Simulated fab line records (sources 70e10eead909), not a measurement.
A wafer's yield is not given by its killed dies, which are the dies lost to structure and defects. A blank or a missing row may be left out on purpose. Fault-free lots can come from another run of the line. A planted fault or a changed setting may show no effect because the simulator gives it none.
Comparing a struck lot with a sound one + flow nandHarc + 14 steps out of a route of 1302
Sound: the wafers L469.1, L469.5, L469.6. Struck: wafers L474.1, L474.5, L474.6. Last of all comes the cause.
Per side, at each step with rows, come the tool, then ch with its chambers, and then its first start. Under that, the readings that differ: sound wafers + struck wafers + difference of the means + sigmas: that difference in standard deviations of wafers without a fault.
alike: readings whose means differ by less than 2 such deviations, and words and numbers that are the same on both sides. not compared: withheld readings, readings that some wafer has no value for, bounds like >300 that may hide the same value, and numbers for which the record gives no deviation and whose values overlap.
A row with sigmas, a row that says differs or no value, or rows on one side alone: a step with any of these is where the two part. Numbers that have no deviation but don't overlap get no sigmas and don't part them. Lack of a reading on every wafer of one side parts them only where that side has two or more wafers.

first, 1 step without rows for these wafers: NHARC_A_ONON_D1_DEP_12 (target thk 1000 nm).
NHARC_A_ONON_D1_THK_MEAS_14: measures by ellipsometry.
  sound on filmMetro-02 at day 9 12:07; struck on filmMetro-01 at day 11 11:19
| reading    | sound          | struck      | difference | sigmas |
|------------|----------------|-------------|------------|--------|
| thkNm (nm) | 1005 1006 1006 | 982 982 981 | -24        | -2     |
then, 2 steps without rows for these wafers: NHARC_A_ONON_D1_ANNEAL_15 (time 3600 s); NHARC_A_ONON_D1_DEP_16 (target thk 1000 nm).
NHARC_A_ONON_D1_THK_MEAS_18: measures by ellipsometry.
  sound on filmMetro-02 at day 9 20:09; struck on filmMetro-02 at day 11 19:09
  alike: thkNm
then, 1 step without rows for these wafers: NHARC_A_ONON_D1_DEP_19 (target thk 1000 nm).
NHARC_A_ONON_D1_THK_MEAS_21: measures by ellipsometry.
  sound on filmMetro-01 at day 9 20:43; struck on filmMetro-02 at day 11 19:43
  alike: thkNm
then, 1 step without rows for these wafers: NHARC_A_ONON_D1_DEP_22 (target thk 1000 nm).
NHARC_A_ONON_D1_THK_MEAS_24: measures by ellipsometry.
  sound on filmMetro-01 at day 9 21:17; struck on filmMetro-01 at day 11 20:17
  alike: thkNm
then, 1 step without rows for these wafers: NHARC_A_ONON_D1_DEP_25 (target thk 1000 nm).
NHARC_A_ONON_D1_THK_MEAS_27: measures by ellipsometry.
  sound on filmMetro-01 at day 9 21:51; struck on filmMetro-02 at day 11 20:51
| reading    | sound       | struck         | difference | sigmas |
|------------|-------------|----------------|------------|--------|
| thkNm (nm) | 979 979 981 | 1000 1003 1002 | +22        | +2     |
NHARC_A_ONON_D1_DEP_28: target thk 1000 nm.
  sound on pecvdOnon-01 ch 0, day 9 21:54; struck on pecvdOnon-04 ch 0, day 11 20:55
NHARC_A_ONON_D1_THK_MEAS_30: measures by ellipsometry.
  sound on filmMetro-01 at day 9 22:25; struck on filmMetro-02 at day 11 21:35
| reading    | sound          | struck      | difference | sigmas |
|------------|----------------|-------------|------------|--------|
| thkNm (nm) | 1005 1005 1006 | 710 710 712 | -295       | -29    |
  not compared: hold
NHARC_A_ONON_D1_DEP_33: deposits SiO2, target thk 200 nm.
  sound on pecvd-04 ch 0,1,2, day 9 22:31; struck on pecvd-04 ch 0,1, day 12 01:22
| reading | sound | struck                                                                  | difference                   | sigmas |
|---------|-------|-------------------------------------------------------------------------|------------------------------|--------|
| hold    | - - - | awaitDispo/3.7h/release awaitDispo/3.7h/release awaitDispo/3.7h/release | no value on the sound wafers |        |
  alike: heaterPowerW, throttleValvePct
  not compared: sinceWetCleanH

WHERE THEY PART
Earliest at NHARC_A_ONON_D1_THK_MEAS_14; latest, in this record, at NHARC_A_ONON_D1_DEP_33.

WHY: what had been put in by the simulator
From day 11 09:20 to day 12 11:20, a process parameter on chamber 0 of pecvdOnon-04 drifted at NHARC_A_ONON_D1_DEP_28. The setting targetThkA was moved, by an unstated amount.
